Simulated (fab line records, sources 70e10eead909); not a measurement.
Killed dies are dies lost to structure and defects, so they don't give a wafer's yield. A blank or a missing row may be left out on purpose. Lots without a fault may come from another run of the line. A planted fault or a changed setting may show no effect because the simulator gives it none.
Chamber matching | flow nand_harc | NHARC_A_CHANNEL_HOLE_D1_ETCH_16 on rie_diel-11: 4 sister chambers
The step etches the open film in O2/COS, target depth 3100 nm, time 806 s. 18 wafers are shown with their chamber, then 9 later ones without.

WAFERS WITH THEIR CHAMBER
wafer  | chamber | showerhead_plenum_p_Torr (Torr) | drypump_motor_current_A (A) | rf_vpp_V (V)
L916.1 | 3       | 3.33                            | 5.82                        | 316.4
L916.4 | 1       | 3.34                            | 5.58                        | 317.7
L916.5 | 2       | 3.16                            | 5.34                        | 314.6
L917.1 | 3       | 3.33                            | 5.82                        | 315.8
L917.4 | 2       | 3.16                            | 5.34                        | 313.8
L917.5 | 3       | 3.33                            | 5.82                        | 317.7
L920.1 | 2       | 3.16                            | 5.35                        | 313.4
L920.3 | 1       | 3.34                            | 5.56                        | 317.9
L920.6 | 0       | 3.13                            | 5.66                        | 314.6
L921.1 | 1       | 3.34                            | 5.56                        | 318.8
L921.4 | 0       | 3.13                            | 5.67                        | 314.1
L921.6 | 1       | 3.34                            | 5.56                        | 317.3
L926.1 | 3       | 3.33                            | 5.80                        | 316.9
L926.2 | 1       | 3.33                            | 5.59                        | 318.0
L926.3 | 2       | 3.16                            | 5.36                        | 314.8
L935.1 | 3       | 3.33                            | 5.81                        | 316.7
L935.2 | 0       | 3.13                            | 5.66                        | 314.0
L935.4 | 3       | 3.33                            | 5.80                        | 316.6

SIGNATURES (means of the wafers above)
reading                  | chamber 0 | chamber 1 | chamber 2 | chamber 3 | scatter within a chamber
showerhead_plenum_p_Torr | 3.1300    | 3.3380    | 3.1600    | 3.3300    | 0.00239
drypump_motor_current_A  | 5.6633    | 5.5700    | 5.3475    | 5.8117    | 0.0108
rf_vpp_V                 | 314.233   | 317.940   | 314.150   | 316.683   | 0.578
Rule: a wafer's distance from a chamber is the root of the sum, over the readings, of the square of ((its reading less the chamber's mean) divided by the reading's scatter). The wafer belongs to the nearest chamber; if the next one is less than 2 further off, it can't be placed. The scatter: the root of (the sum of the squares of (reading less its chamber's mean) over the shown wafers, divided by (wafers less chambers)).

WAFERS WITHOUT THEIR CHAMBER
wafer  | showerhead_plenum_p_Torr (Torr) | drypump_motor_current_A (A) | rf_vpp_V (V)
L936.2 | 3.33                            | 5.79                        | 317.0
L936.3 | 3.13                            | 5.67                        | 314.6
L936.6 | 3.13                            | 5.68                        | 313.3
L937.2 | 3.15                            | 5.34                        | 315.2
L937.4 | 3.13                            | 5.66                        | 315.3
L937.5 | 3.13                            | 5.67                        | 314.3
L938.2 | 3.15                            | 5.33                        | 314.7
L938.4 | 3.33                            | 5.80                        | 318.2
L938.5 | 3.15                            | 5.35                        | 313.8

WHICH CHAMBER EACH WENT THROUGH
wafer  | from the rows above | in truth
L936.2 | 3                   | 3
L936.3 | 0                   | 0
L936.6 | 0                   | 0
L937.2 | 2                   | 2
L937.4 | 0                   | 0
L937.5 | 0                   | 0
L938.2 | 2                   | 2
L938.4 | 3                   | 3
L938.5 | 2                   | 2
Placed correctly: 9 of 9. Can't be placed from these rows: 0. Placed wrongly: 0.
